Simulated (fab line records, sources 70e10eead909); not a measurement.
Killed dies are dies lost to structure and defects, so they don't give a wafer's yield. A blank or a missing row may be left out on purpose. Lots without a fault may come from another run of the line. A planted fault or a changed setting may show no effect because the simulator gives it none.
A struck lot beside a sound one | flow nand_harc | 15 steps out of a route of 1302
Sound: wafers L126.3, L126.4, L126.5. Struck: wafer L129.3. (L129.2, L129.6 of the same lot were not struck and are left out.) The cause comes at the end.
At each step with rows: each side's tool, then ch and its chambers, then its first start. Under that, the readings that differ: sound wafers | struck wafers | difference of the means | sigmas: that difference in standard deviations of wafers without a fault.
alike: readings whose means differ by less than 2 such deviations, and words and numbers that are the same on both sides. not compared: withheld readings, readings that some wafer has no value for, bounds like >300 that may hide the same value, and numbers for which the record gives no deviation and whose values overlap.
The two part at a step that has a row with sigmas, a row that says differs or no value, or rows on one side only. Numbers that don't overlap but have no deviation are shown without sigmas and don't part them. A reading that every wafer of one side lacks parts them only if that side has two wafers or more.

NHARC_A_DECK1_JOINT_ETCHBACK_00: etches the open film in HBr, target depth 30 nm, time 17.4 s.
  sound on rie_si-05 ch 0,3, day 12 15:41; struck on rie_si-04 ch 2, day 13 19:12
  alike: drypump_motor_current_A, oes_product_au, throttle_valve_pct
  not compared: rf_hours_counter_h
then, 8 steps without rows for these wafers: NHARC_A_DECK1_JOINT_PRECLEAN_30 (cleans in SC1); NHARC_A_DECK1_JOINT_SRD_31; NHARC_A_DECK1_JOINT_CVD_34 (deposits SiNx, target thk 20 nm); NHARC_A_DECK1_JOINT_DEP_06 (deposits SiOx, target thk 80 nm); NHARC_A_DECK1_JOINT_CURE_26 (time 32 s); NHARC_A_DECK1_JOINT_ANNEAL_27 (time 3600 s); NHARC_A_DECK1_JOINT_ANNEAL_28 (time 1800 s); NHARC_A_DECK1_JOINT_ANNEAL_29 (time 1800 s).
NHARC_A_DECK1_JOINT_CMP_02: polishes SiOx.
  sound on cmp-04 ch 2,3, day 13 14:25; struck on cmp-04 ch 0, day 14 21:20
  alike: motor_current_A
then, 1 step without rows for these wafers: NHARC_A_DECK1_JOINT_SRD_15.
NHARC_A_DECK1_JOINT_DEP_16: deposits SiO2, target thk 45 nm.
  sound on pecvd-02 ch 0,2, day 13 14:53; struck on pecvd-04 ch 0, day 14 21:44
  alike: heater_power_outer_w, heater_power_w, throttle_valve_pct
NHARC_A_DECK1_JOINT_THK_MEAS_17: measures by ellipsometry.
  sound on film_metro-02, day 13 15:08; struck on film_metro-02, day 14 22:01
  reading     | sound          | struck | difference | sigmas
  thk_nm (nm) | 46.8 44.5 44.6 | 34.6   | -10.7      | -10
NHARC_A_DECK1_JOINT_INSPECT_05:
  sound on defect_inspect-02, day 13 15:10; struck on defect_inspect-01, day 14 22:03
  alike: raw_defect_count
then, 1 step without rows for these wafers: NHARC_END_SORT_01.

WHERE THEY PART
Only at NHARC_A_DECK1_JOINT_THK_MEAS_17, within this record. Later steps at which nothing parts them and some readings are alike: NHARC_A_DECK1_JOINT_INSPECT_05.

WHY: what the simulator had put in
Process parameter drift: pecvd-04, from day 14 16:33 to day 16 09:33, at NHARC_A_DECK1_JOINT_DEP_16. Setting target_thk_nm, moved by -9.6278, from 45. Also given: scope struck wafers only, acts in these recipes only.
